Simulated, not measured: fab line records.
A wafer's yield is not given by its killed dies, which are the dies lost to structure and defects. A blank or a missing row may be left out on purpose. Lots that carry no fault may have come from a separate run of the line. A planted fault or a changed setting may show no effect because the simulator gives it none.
Matching of chambers    flow nand_harc    4 sister chambers for NHARC_A_CHANNEL_FILL_D1_ETCHBACK_20 on rie_diel-10
The step etches the open film in C4F8/O2/Ar, target depth 27 nm, time 13.5 s. 4 wafers are shown with their chamber, then 10 later ones without.

WAFERS PAIRED WITH THEIR CHAMBERS
wafer   chamber  rf_vpp_V (V)
L083.4  1        984
L083.6  0        987
L087.3  2        987
L087.4  3        979

WAFERS WHOSE CHAMBER IS MISSING
wafer   rf_vpp_V (V)
L087.5  988
L096.1  980
L096.2  987
L096.3  985
L096.4  986
L096.5  987
L096.6  979
L097.3  987
L097.4  982
L097.5  985

THE CHAMBER EACH PASSED THROUGH
wafer   from the rows above           in truth
L087.5  can't be placed: 0 or 2       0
L096.1  3                             3
L096.2  can't be placed: 0 or 2       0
L096.3  can't be placed: 1 or 0 or 2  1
L096.4  can't be placed: 0 or 2 or 1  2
L096.5  can't be placed: 0 or 2       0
L096.6  3                             3
L097.3  can't be placed: 0 or 2       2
L097.4  can't be placed: 1 or 3       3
L097.5  can't be placed: 1 or 0 or 2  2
2 of 10 placed correctly. Unplaceable from these rows: 8, with the true chamber sitting among the candidates in 8. Wrongly placed: 0.
How it was worked out, from the rows above alone: a wafer's distance from a chamber is the root of the sum, over the readings, of the square of ((its reading less the chamber's mean) divided by the reading's scatter). If the next closest chamber is less than 2 further off than the closest, the wafer can't be placed; otherwise it belongs to the closest. For every chamber, the mean is computed from those of its wafers that are shown. The scatter: root of mean squared gap, hidden wafer to nearest shown wafer, with one shown wafer a chamber.
